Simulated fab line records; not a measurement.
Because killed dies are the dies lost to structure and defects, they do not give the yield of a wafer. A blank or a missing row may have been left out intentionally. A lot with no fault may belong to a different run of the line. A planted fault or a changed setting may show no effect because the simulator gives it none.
Matching of chambers || flow n5-finfet || N5_BEOL_M12_TRENCH_ETCH_34 on rie-diel-02: 4 sister chambers
The step etches SiOC in C4F8/O2/Ar, target depth 318.95 nm, time 125.5 s. 8 wafers are shown with their chamber, then 8 later ones without.

EACH WAFER AND ITS CHAMBER
{"wafer": "L076.5", "chamber": 0, "showerhead-plenum-p-Torr (Torr)": 3.42, "drypump-motor-current-A (A)": 5.96}
{"wafer": "L078.5", "chamber": 3, "showerhead-plenum-p-Torr (Torr)": 3.34, "drypump-motor-current-A (A)": 6.11}
{"wafer": "L078.6", "chamber": 2, "showerhead-plenum-p-Torr (Torr)": 3.30, "drypump-motor-current-A (A)": 5.35}
{"wafer": "L081.2", "chamber": 3, "showerhead-plenum-p-Torr (Torr)": 3.34, "drypump-motor-current-A (A)": 6.13}
{"wafer": "L081.3", "chamber": 0, "showerhead-plenum-p-Torr (Torr)": 3.42, "drypump-motor-current-A (A)": 5.96}
{"wafer": "L085.3", "chamber": 2, "showerhead-plenum-p-Torr (Torr)": 3.29, "drypump-motor-current-A (A)": 5.36}
{"wafer": "L085.6", "chamber": 1, "showerhead-plenum-p-Torr (Torr)": 3.61, "drypump-motor-current-A (A)": 5.59}
{"wafer": "L090.3", "chamber": 1, "showerhead-plenum-p-Torr (Torr)": 3.60, "drypump-motor-current-A (A)": 5.57}

WAFERS WITH NO CHAMBER GIVEN
{"wafer": "L090.5", "showerhead-plenum-p-Torr (Torr)": 3.60, "drypump-motor-current-A (A)": 5.59}
{"wafer": "L090.6", "showerhead-plenum-p-Torr (Torr)": 3.41, "drypump-motor-current-A (A)": 5.97}
{"wafer": "L094.1", "showerhead-plenum-p-Torr (Torr)": 3.28, "drypump-motor-current-A (A)": 5.34}
{"wafer": "L094.4", "showerhead-plenum-p-Torr (Torr)": 3.41, "drypump-motor-current-A (A)": 5.98}
{"wafer": "L094.5", "showerhead-plenum-p-Torr (Torr)": 3.28, "drypump-motor-current-A (A)": 5.34}
{"wafer": "L097.3", "showerhead-plenum-p-Torr (Torr)": 3.40, "drypump-motor-current-A (A)": 5.97}
{"wafer": "L097.5", "showerhead-plenum-p-Torr (Torr)": 3.40, "drypump-motor-current-A (A)": 5.97}
{"wafer": "L097.6", "showerhead-plenum-p-Torr (Torr)": 3.27, "drypump-motor-current-A (A)": 5.39}

WHICH CHAMBER EACH WENT THROUGH
{"wafer": "L090.5", "from the rows above": 1, "in truth": 1}
{"wafer": "L090.6", "from the rows above": 0, "in truth": 0}
{"wafer": "L094.1", "from the rows above": 2, "in truth": 2}
{"wafer": "L094.4", "from the rows above": 0, "in truth": 0}
{"wafer": "L094.5", "from the rows above": 2, "in truth": 2}
{"wafer": "L097.3", "from the rows above": 0, "in truth": 0}
{"wafer": "L097.5", "from the rows above": 0, "in truth": 0}
{"wafer": "L097.6", "from the rows above": 2, "in truth": 2}
Placed correctly: 8 of 8. From these rows, 0 cannot be placed. Placed wrongly: 0.
How it was worked out, from the rows above alone: a wafer's distance from a chamber is the root of the sum, over the readings, of the square of ((its reading less the chamber's mean) divided by the reading's scatter). The wafer belongs to the nearest chamber; if the next one is less than 2 further off, it can't be placed. Each chamber's mean is taken over the wafers shown for it. The scatter: the root of (the sum of the squares of (reading less its chamber's mean) over the shown wafers, divided by (wafers less chambers)).
